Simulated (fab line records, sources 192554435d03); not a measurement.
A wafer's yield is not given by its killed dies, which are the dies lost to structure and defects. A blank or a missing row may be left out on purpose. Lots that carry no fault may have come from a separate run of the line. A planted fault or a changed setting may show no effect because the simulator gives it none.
fab line records	flow n5-finfet
record lots=4	wafers=12	last-day=18
route steps=1938 shown STI_FIN_REVEAL@203 DUMMY_GATE@212 BEOL_M4@1111 PASSIVATION@1936
lots that met no fault: taken from a fault-free run of the same line
start-h: hours from the record's opening day to when the first of the lot's shown wafers began	wait-h: how many hours have passed since the lot's step before this one	" the same as in the row above	L1.1+2: a row that stands for several wafers	- no value, or no start given	* or withheld: withheld	< > ~ a bound
route shown NAME@n: a module of which the file shows steps, and the number in the route of the first	usual: mean/standard deviation of fault-free wafers	same: alike in all rows	chamber/n: place in a boat	sites: per-site readings	_std_site: the standard deviation of these	_edge_site: the outer-site mean with the inner-site mean subtracted	radius-mm: how far each site lies from the wafer's centre	mask NAME#n: copy n	behind: tool/chamber where the wafer was last shaped	hold: what put the lot on hold/how long, in hours/how the hold closed	device: which transistor (n, p or np) failed to switch	end of line: the route-end tests of the same wafers	step lacking rows: just its recipe	killed: at the first sort, the dies lost to defects and structure; wafer yield is something else	map: a wafer's dies, marking killed ones x, the rest . and places with no die _
set.NAME: the run value of the setting; set.NAME@STEP: its run value at that earlier step	model.NAME: the simulator's own value behind a step, which no gauge read
lots at some steps of the route; a table a step, a row a wafer
services: from which hour (start-h, from the record's first day; less than 0 if before it) a tool's chamber was out of use, for how many hours, and why
## steps
# step N5_STI_FIN_REVEAL_SRD_21
# recipe dry=ipa-marangoni	time-s=30	temp-c=23	rinse-liquid=diw
# step N5_STI_FIN_REVEAL_OXIDATION_33
# recipe chemistry=O2_PLASMA_REMOTE	temp-c=150	time-s=20	pressure-mtorr=1000	source-power-w=2000	o2-flow-sccm=3000
# step N5_STI_FIN_REVEAL_CLEAN_19
# recipe chemistry=O3/DIW	temp-c=25	time-s=120	o3-ppm=10
# step N5_STI_FIN_REVEAL_SRD_23
# recipe dry=ipa-marangoni	time-s=30	temp-c=23	rinse-liquid=diw
# step N5_STI_FIN_REVEAL_PRECLEAN_18
# recipe chemistry=SC2	time-s=45	temp-c=35	mix=1:1:50
# step N5_STI_FIN_REVEAL_SRD_28
# recipe dry=ipa-marangoni	time-s=30	temp-c=23	rinse-liquid=diw
# step N5_DUMMY_GATE_PRECLEAN_00
# recipe chemistry=O3/DIW	time-s=60	temp-c=22	o3-ppm=10
# step N5_DUMMY_GATE_SRD_01
# recipe time-s=30	temp-c=23	rinse-liquid=diw	dry=ipa-marangoni
# step N5_DUMMY_GATE_ALD_02
# recipe material=SiO2	target-thk-a=20	temp-c=300	ald-precursor-family=BDEAS	ald-co-reactant=O2-plasma	pulse-time-s=1	pressure-torr=2
# step N5_DUMMY_GATE_CVD_03
# recipe material=a-Si	target-thk-a=1500	temp-c=530	precursor=SiH4	time-s=8042
lot.wafer	tool	chamber	start-h	wait-h	model.a-Si_of_DUMMY_GATE_CVD_03.thk-nm
L522.1+6	lpcvd-01	1/65,1/89	37.87	0.1	149.4
L522.4	"	1/79	"	"	148.2
L537.3	lpcvd-01	0/50	127.19	0.1	49.2
L537.4	"	0/54	"	"	47.8
L537.5	"	0/59	"	"	48.6
L538.3	lpcvd-01	0/75	135.00	0.1	51.2
L538.5	"	0/84	"	"	50.4
L538.6	"	0/89	"	"	51.8
L544.1+4	lpcvd-02	1/65,1/79	168.95	0.1	150
L544.2	"	1/70	"	"	150.2
# step N5_DUMMY_GATE_PRECLEAN_46
# recipe chemistry=DIW	time-s=89.5	temp-c=23
# step N5_DUMMY_GATE_SRD_47
# recipe dry-time-s=32	dry=n2-spin	spin-rpm=1500
# step N5_DUMMY_GATE_CMP_04
# recipe material=a-Si	post-cmp-clean=alkaline-brush
# usual motor-current-A=10.3/1.2	pad-life-wafers=924/680	time-to-endpoint-s=13/3.6
lot.wafer	tool	chamber	start-h	wait-h	motor-current-A	pad-life-wafers	time-to-endpoint-s	model.a-Si_of_DUMMY_GATE_CVD_03.thk-nm
L522.1	cmp-03	1	41.65	0.1	8.8	1993	5	67.6
L522.4	"	2	"	"	10.5	1994	13	69.8
L522.6	"	0	"	"	9.0	-	11	69.8
L537.3	cmp-03	0	130.96	0.1	8.7	445	-	49.2
L537.4	"	1	"	"	9.2	446	-	47.8
L537.5	"	3	"	"	11.5	-	-	48.6
L538.3	cmp-02	1	138.83	0.1	9.4	1359	-	51.2
L538.5	"	2	"	"	10.7	-	-	50.4
L538.6	"	3	"	"	10.9	-	-	51.8
L544.2	cmp-02	1	172.73	0.1	9.3	1675	16	71.4
L544.4	"	2	"	"	10.8	1676	16	71.6
L544.1	"	3	"	"	10.5	1677	17	70.8
# step N5_DUMMY_GATE_THK_MEAS_05
# usual thk-nm=71.6/1.6
lot.wafer	tool	chamber	start-h	wait-h	thk-nm
L522.1	film-metro-01	-	41.86	0.2	67.5
L522.4	"	-	"	"	69.8
L522.6	"	-	"	"	69.9
L537.3	film-metro-01	-	131.17	0.2	49.3
L537.4	"	-	"	"	47.9
L537.5	"	-	"	"	48.5
L538.3	film-metro-02	-	138.98	0.1	51.2
L538.5	"	-	"	"	50.4
L538.6	"	-	"	"	51.8
L544.1	film-metro-01	-	172.94	0.1	70.8
L544.2	"	-	"	"	71.4
L544.4	"	-	"	"	71.6
# step N5_DUMMY_GATE_HM_DEP_06
# recipe material=SiNx	target-thk-a=800	precursor=DCS/NH3	temp-c=700	pressure-mtorr=300	time-s=5141
# step N5_DUMMY_GATE_PECVD_30
# recipe material=SiO2	target-thk-a=550	temp-c=400	precursor=TEOS/O2	pressure-torr=6.5	rf-w=withheld	teos-flow-sccm=withheld	gas=O2	flow-sccm=2650	time-s=10.8
# step N5_DUMMY_GATE_COAT_34
# recipe resist=SOC	temp-c=250	time-s=60	spin-rpm=1500	resist-thk-nm=60
# step N5_DUMMY_GATE_COAT_35
# recipe resist=SiARC	temp-c=220	time-s=60	spin-rpm=1500	resist-thk-nm=10
# step N5_DUMMY_GATE_COAT_28
# recipe resist=underlayer	temp-c=205	time-s=60	spin-rpm=1500	resist-thk-nm=10
# step N5_DUMMY_GATE_COAT_09
# recipe resist=CAR-EUV	spin-rpm=1500	resist-thk-nm=30
# step N5_DUMMY_GATE_EBR_11
# recipe solvent=PGMEA	ebr-width-mm=1.5
# step N5_DUMMY_GATE_SOFTBAKE_10
# recipe temp-c=110	time-s=60	resist=CAR-EUV
# step N5_DUMMY_GATE_EXPOSE_12
# recipe mask-id=GATE	na=0.33	source-shape=annular	sigma-inner=0.2	sigma-outer=0.6	polarization=unpolarized	target-cd-nm=25	dose-mj=34
# step N5_DUMMY_GATE_PEB_13
# recipe peb-temp-c=100	peb-time-s=60	resist=CAR-EUV
# step N5_DUMMY_GATE_DEVELOP_14
# recipe develop-time-s=30	developer=TMAH	resist=CAR-EUV	rinse-liquid=surfactant-rinse	dry=air-spin	dev-temp-c=23
# step N5_DUMMY_GATE_DESCUM_20
# recipe chemistry=O2	time-s=6.2	source-power-w=50	bias-power-w=20	pressure-mtorr=20	rf-frequency-hz=2.712e+07	temp-c=40	resist=CAR-EUV	o2-flow-sccm=225
# step N5_DUMMY_GATE_ETCH_29
# recipe chemistry=N2/H2	target=underlayer	target-depth-a=130	ion-energy-ev=200	pressure-mtorr=30	source-w=840	bias-w=150	n2-flow-sccm=200	h2-flow-sccm=200
# step N5_DUMMY_GATE_ETCH_36
# recipe chemistry=CF4	target=SiARC	target-depth-a=130	pressure-mtorr=40	source-w=545	bias-w=36	Ar_flow_sccm=100	cf4-flow-sccm=100	ion-energy-ev=80
# step N5_DUMMY_GATE_ETCH_37
# recipe chemistry=N2/H2	target=SOC	target-depth-a=600	overetch-a=300	temp-c=40	ion-energy-ev=200	pressure-mtorr=30	source-w=840	bias-w=150	n2-flow-sccm=200	h2-flow-sccm=200
# step N5_DUMMY_GATE_STRIP_38
# recipe chemistry=N2/H2	temp-c=40	n2-flow-sccm=200	h2-flow-sccm=200	rf-frequency-hz=6e+07
# step N5_DUMMY_GATE_STRIP_39
# recipe chemistry=N2/H2	temp-c=40	n2-flow-sccm=200	h2-flow-sccm=200	rf-frequency-hz=6e+07
# step N5_DUMMY_GATE_TRIM_49
# recipe chemistry=O2	resist=SOC	time-s=29	target-cd-nm=14	source-power-w=300	bias-power-w=0	O2_flow_sccm=100	temp-c=20
# step N5_DUMMY_GATE_STRIP_40
# recipe chemistry=CF4	resist=SiARC	power-w=300	bias-power-w=75	pressure-mtorr=50	cf4-flow-sccm=150	rf-frequency-hz=6e+07
# step N5_DUMMY_GATE_ETCH_31
# recipe chemistry=C4F6/O2	target=SiO2	mask-material=SOC	target-depth-a=825	time-s=27.5	ion-energy-ev=250	pressure-mtorr=30	source-w=345	bias-w=185	Ar_flow_sccm=300	C4F6_flow_sccm=10	O2_flow_sccm=10
# step N5_DUMMY_GATE_STRIP_41
# recipe chemistry=O2	power-w=400	temp-c=40	pressure-mtorr=30	rf-frequency-hz=6e+07	bias-power-w=0	overash-fraction=0.3	o2-flow-sccm=225
# step N5_DUMMY_GATE_ETCH_44
# recipe chemistry=HBr/O2	over-etch-frac=0.7	target-depth-a=1275	stop-on=SiO2	ion-energy-ev=60	bias-w=20	target=poly-Si	mask-material=SiO2	pressure-mtorr=20	icp-w=400	HBr_flow_sccm=120	O2_flow_sccm=10
# usual O2_flow_sccm=9.998/0.029	bias-w=20.00/0.063	drypump-motor-current-A=5.33/0.27	oes-product-au=0.722/0.011	throttle-valve-pct=18.57/0.19
lot.wafer	tool	chamber	start-h	wait-h	O2_flow_sccm	bias-w	drypump-motor-current-A	oes-product-au	rf-hours-counter-h	throttle-valve-pct	model.DUMMY_GATE.feature-depth-nm	model.etch.depth-nm
L522.1	rie-si-01	2	49.00	0.0	10.034	19.99	5.35	0.705	154	18.79	67.6	67.56
L522.4	"	3	"	"	9.966	19.93	5.53	0.708	192	18.58	69.8	69.8
L522.6	"	3	"	"	9.965	20.11	5.52	0.717	-	18.57	70	69.88
L537.3	rie-si-05	0	136.37	0.0	9.994	19.96	5.03	0.609	169	18.57	49.2	49.28
L537.4	"	2	"	"	10.004	20.10	5.46	0.596	139	18.83	47.8	47.82
L537.5	"	3	"	"	9.994	20.03	5.72	0.613	-	18.66	48.6	48.53
L538.3	rie-si-03	0	144.16	0.0	9.999	20.04	5.42	0.632	170	18.19	51.2	51.2
L538.5	"	3	"	"	10.070	20.00	4.95	0.628	-	18.51	50.4	50.37
L538.6	"	0	"	"	9.966	20.03	5.43	0.624	-	18.17	51.8	51.84
L544.1	rie-si-01	1	178.27	0.0	10.031	20.03	4.84	0.722	85	18.65	70.8	70.76
L544.2	"	2	"	"	9.979	20.03	5.36	0.728	156	18.80	71.4	71.43
L544.4	"	3	"	"	10.025	19.87	5.50	0.720	0	18.61	71.6	71.58
# step N5_BEOL_M4_RC_MEAS_101
# usual DIBL_N=35.8/2.2	DIBL_P=35.3/2.7	IOFF_N=0.16/0.043	IOFF_P=0.21/0.043	ION_N=676/15	ION_P=463/9.1	SS_N=71.4/0.77	SS_P=73.0/0.79	VT_N=250/4	VT_P=-249.8/2.8
lot.wafer	tool	chamber	start-h	wait-h	DIBL_N[mV/V]	DIBL_P[mV/V]	IOFF_N[nA/um]	IOFF_P[nA/um]	ION_N[uA/um]	ION_P[uA/um]	SS_N[mV/dec]	SS_P[mV/dec]	VT_N[mV]	VT_P[mV]
L522.1	prober-02	0	176.03	0.0	34.2	34.0	0.12	0.18	659	453	70.3	72.1	252	-249.1
L522.4	"	0	"	"	36.6	35.7	0.16	0.20	664	456	71.1	72.4	249	-248.7
L522.6	"	0	"	"	34.3	35.1	0.13	0.19	683	474	69.8	72.5	248	-248.9
L544.1	prober-01	0	314.37	0.0	35.4	33.4	0.14	0.20	679	467	71.3	72.6	249	-249.0
L544.2	"	0	"	"	37.6	35.1	0.19	0.23	694	465	71.8	73.4	246	-247.3
L544.4	"	0	"	"	36.2	32.8	0.15	0.18	678	464	70.8	73.1	251	-250.0
# step N5_PASSIVATION_PROBE_49
# usual killed_at_M0_to_M3=34/11	killed_at_M4_up=14/5.6	killed-at-contacts=13/5.9	killed-at-front-end=40/11	killed-at-other=4/3.1	killed-dies=105/16	killed-on-rim=14/4.2	killed-open=68/11	killed-short=34/8.4
# same gross-dies=1180	killed-at-back-side=0
lot.wafer	tool	chamber	start-h	wait-h	killed_at_M0_to_M3	killed_at_M4_up	killed-at-contacts	killed-at-front-end	killed-at-other	killed-dies	killed-on-rim	killed-open	killed-short
L522.1	prober-01	-	285.99	0.0	18	9	17	29	7	80	18	58	22
L522.4	prober-01	-	286.14	0.2	35	8	9	34	4	90	12	63	26
L522.6	prober-01	-	286.24	0.3	38	11	18	40	4	111	12	73	35
L538.3	prober-02	-	394.25	0.1	16	7	15	1141	1	1180	152	57	33
L538.5	prober-02	-	394.35	0.2	24	8	22	1126	0	1180	152	67	21
L538.6	prober-02	-	394.40	0.3	16	6	18	1133	7	1180	152	62	41
# killed by level:class
L522.1 MOL_CONTACT_COAG:geometric-particle:open=11 MOL_CONTACT_COAG:geometric-particle:short=6 STARTING-WAFER:geometric-particle:open=6 BEOL_M3:geometric-particle:open=5 FIN_SAQP:geometric-particle:open=4 DUMMY_GATE:geometric-particle:open=4 BEOL_M0_SAQP:geometric-particle:short=4 FIN_SAQP:geometric-particle:short=3
L522.4 BEOL_M0_SAQP:geometric-particle:open=14 STI_FIN_REVEAL:geometric-particle:open=12 MOL_CONTACT_COAG:geometric-particle:open=8 BEOL_M0_SAQP:geometric-particle:short=8 BEOL_M2:geometric-particle:open=8 FIN_SAQP:geometric-particle:short=5 FIN_SAQP:geometric-particle:open=4 BEOL_M1:geometric-particle:short=3
L522.6 BEOL_M2:geometric-particle:open=11 MOL_CONTACT_COAG:geometric-particle:open=10 FIN_SAQP:geometric-particle:short=9 MOL_CONTACT_COAG:geometric-particle:short=8 FIN_SAQP:geometric-particle:open=7 STI_FIN_REVEAL:geometric-particle:open=7 BEOL_M3:geometric-particle:open=7 BEOL_M0_SAQP:geometric-particle:short=6
L538.3 DUMMY_GATE:area-cvd=1089 DUMMY_GATE:geometric-particle:open=13 MOL_CONTACT_COAG:geometric-particle:open=12 FIN_SAQP:geometric-particle:short=10 FIN_SAQP:geometric-particle:open=10 STI_FIN_REVEAL:geometric-particle:open=4 BEOL_M0_SAQP:geometric-particle:short=4 BEOL_M2:geometric-particle:open=3
L538.5 DUMMY_GATE:area-cvd=1091 MOL_CONTACT_COAG:geometric-particle:open=21 BEOL_M1:geometric-particle:open=8 STI_FIN_REVEAL:geometric-particle:open=6 FIN_SAQP:geometric-particle:open=5 DUMMY_GATE:geometric-particle:open=5 GATE_CUT:geometric-particle:short=5 BEOL_M3:geometric-particle:open=4
L538.6 DUMMY_GATE:area-cvd=1076 MOL_CONTACT_COAG:geometric-particle:open=14 FIN_SAQP:geometric-particle:short=12 STI_FIN_REVEAL:geometric-particle:open=11 DUMMY_GATE:geometric-particle:open=10 FIN_SAQP:geometric-particle:open=9 GATE_CUT:geometric-particle:short=5 MOL_CONTACT_COAG:geometric-particle:short=4
# map L538.3 (x killed, . not)
_________________xxxxxxxxxxxx________________
______________xxxxxxxxxxxxxxxxxx_____________
___________xxxxxxxxxxxxxxxxxxxxxxxx__________
__________xxxxxxxxxxxxxxxxxxxxxxxxxx_________
________xxxxxxxxxxxxxxxxxxxxxxxxxxxxxx_______
_______xxxxxxxxxxxxxxxxxxxxxxxxxxxxxxxx______
______xxxxxxxxxxxxxxxxxxxxxxxxxxxxxxxxxx_____
_____xxxxxxxxxxxxxxxxxxxxxxxxxxxxxxxxxxxx____
____xxxxxxxxxxxxxxxxxxxxxxxxxxxxxxxxxxxxxx___
___xxxxxxxxxxxxxxxxxxxxxxxxxxxxxxxxxxxxxxxx__
___xxxxxxxxxxxxxxxxxxxxxxxxxxxxxxxxxxxxxxxx__
__xxxxxxxxxxxxxxxxxxxxxxxxxxxxxxxxxxxxxxxxxx_
__xxxxxxxxxxxxxxxxxxxxxxxxxxxxxxxxxxxxxxxxxx_
_xxxxxxxxxxxxxxxxxxxxxxxxxxxxxxxxxxxxxxxxxxxx
_xxxxxxxxxxxxxxxxxxxxxxxxxxxxxxxxxxxxxxxxxxxx
_xxxxxxxxxxxxxxxxxxxxxxxxxxxxxxxxxxxxxxxxxxxx
_xxxxxxxxxxxxxxxxxxxxxxxxxxxxxxxxxxxxxxxxxxxx
_xxxxxxxxxxxxxxxxxxxxxxxxxxxxxxxxxxxxxxxxxxxx
_xxxxxxxxxxxxxxxxxxxxxxxxxxxxxxxxxxxxxxxxxxxx
_xxxxxxxxxxxxxxxxxxxxxxxxxxxxxxxxxxxxxxxxxxxx
_xxxxxxxxxxxxxxxxxxxxxxxxxxxxxxxxxxxxxxxxxxxx
__xxxxxxxxxxxxxxxxxxxxxxxxxxxxxxxxxxxxxxxxxx_
__xxxxxxxxxxxxxxxxxxxxxxxxxxxxxxxxxxxxxxxxxx_
___xxxxxxxxxxxxxxxxxxxxxxxxxxxxxxxxxxxxxxxx__
___xxxxxxxxxxxxxxxxxxxxxxxxxxxxxxxxxxxxxxxx__
____xxxxxxxxxxxxxxxxxxxxxxxxxxxxxxxxxxxxxx___
_____xxxxxxxxxxxxxxxxxxxxxxxxxxxxxxxxxxxx____
______xxxxxxxxxxxxxxxxxxxxxxxxxxxxxxxxxx_____
_______xxxxxxxxxxxxxxxxxxxxxxxxxxxxxxxx______
________xxxxxxxxxxxxxxxxxxxxxxxxxxxxxx_______
__________xxxxxxxxxxxxxxxxxxxxxxxxxx_________
___________xxxxxxxxxxxxxxxxxxxxxxxx__________
______________xxxxxxxxxxxxxxxxxx_____________
_________________xxxxxxxxxxxx________________
# map L522.6 (x killed, . not)
_________________.......x.x..________________
______________.................._____________
___________........................__________
__________...x.x...............x...._________
________..........x......x...x.....x.._______
_______.......................x........______
______.....x.x..............x..........._____
_____........x..x.....................x..____
____..................x....x...........x..___
___...x......x..................x..........__
___..................x..........x.x........__
__............x.x.....x......x........xxx..._
__.........x.....x...x......................_
_..........x......x...........x.......x......
_...........x.....xx........x...x.......x....
_..x..xx...........x..x......................
_...........x...xx......x...................x
_..x.................x....x............x.....
_.....x................x.xx..........xx......
_.........x.x.......x.x...x..................
_....x...........xx..x........x.....x........
__........x...................x..........x.._
__.x.................x......................_
___....x.................................x.__
___x......x..............x...........x.....__
____...............xx.....................___
_____..xx......x......x.......x.......x..____
______..........................x......._____
_______...x..x.....x...................______
________......xx......x..............._______
__________..x......................._________
___________xx.x..............x.....__________
______________............x....._____________
_________________..x....x...x________________
## services
tool	chamber	start-h	hours	kind
rie-si-03	-	17.12	0.2	repair
rie-si-05	2	47.64	4.9	repair
rie-si-01	2	52.77	12.3	repair
cmp-02	-	56.23	5.8	repair
cmp-03	-	62.66	4.0	pm
rie-si-03	0	62.68	2.8	repair
cmp-03	-	66.66	-	consumable-replace:conditioner
cmp-03	-	66.66	-	consumable-replace:pad
cmp-02	-	74.69	0.4	repair
cmp-03	-	80.45	8.3	repair
lpcvd-01	-	115.47	1.4	repair
rie-si-01	-	117.01	2.8	pm
cmp-03	-	117.20	3.2	pm
cmp-02	-	120.37	3.8	pm
rie-si-01	3	149.30	-	clean
rie-si-01	3	149.30	16.9	scheduled-down
rie-si-01	3	149.30	16.9	vent-cycle
cmp-02	-	153.93	0.7	repair
## key
first-sign step=N5_DUMMY_GATE_THK_MEAS_05	reading=thk-nm	direction=down	sigmas=14	usual=*	struck=*
effect step=N5_DUMMY_GATE_ETCH_44	reading=oes-product-au	direction=down	sigmas=9.8	usual=0.722	struck=0.617
effect step=N5_PASSIVATION_PROBE_49	reading=killed-at-front-end	direction=up	sigmas=99	usual=40	struck=1133
model-effect step=N5_DUMMY_GATE_CVD_03	value=a-Si_of_DUMMY_GATE_CVD_03.thk-nm	without=150.1	struck=49.83
model-effect step=N5_DUMMY_GATE_CMP_04	value=a-Si_of_DUMMY_GATE_CVD_03.thk-nm	without=71.77	struck=49.83
model-effect step=N5_DUMMY_GATE_ETCH_44	value=DUMMY_GATE.feature-depth-nm	without=71.8	struck=49.83
more-kills-born-at N5_DUMMY_GATE_CVD_03@lpcvd-01=3256
met-at N5_DUMMY_GATE_CVD_03
struck-wafers L537.3,L537.4,L537.5,L538.3,L538.5,L538.6
rows-end L537.3,L537.4,L537.5
later-rows-left-out L538.3,L538.5,L538.6
tester-left-out L538
onset-between 37.87 127.19
fault kind=process-parameter-drift	tool=lpcvd-01	chamber=-	onset-h=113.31	steps=N5_DUMMY_GATE_CVD_03	channel=time-s	offset=*	shape=step	acts-in=*	stated=*
# tester-left-out: of these lots the tester's yield and bins aren't shown, on N5 and GAA mostly nor the transistor test; their killed dies are dies lost to structure and defects alone, not to doping, threshold or leakage, so they don't give the yield
# later-rows-left-out: the simulator's readings of these wafers behind a module that went badly wrong aren't trusted and aren't shown, but for the sort
# rows-end: these wafers met a further fault down the route, and their rows from its step on are left out
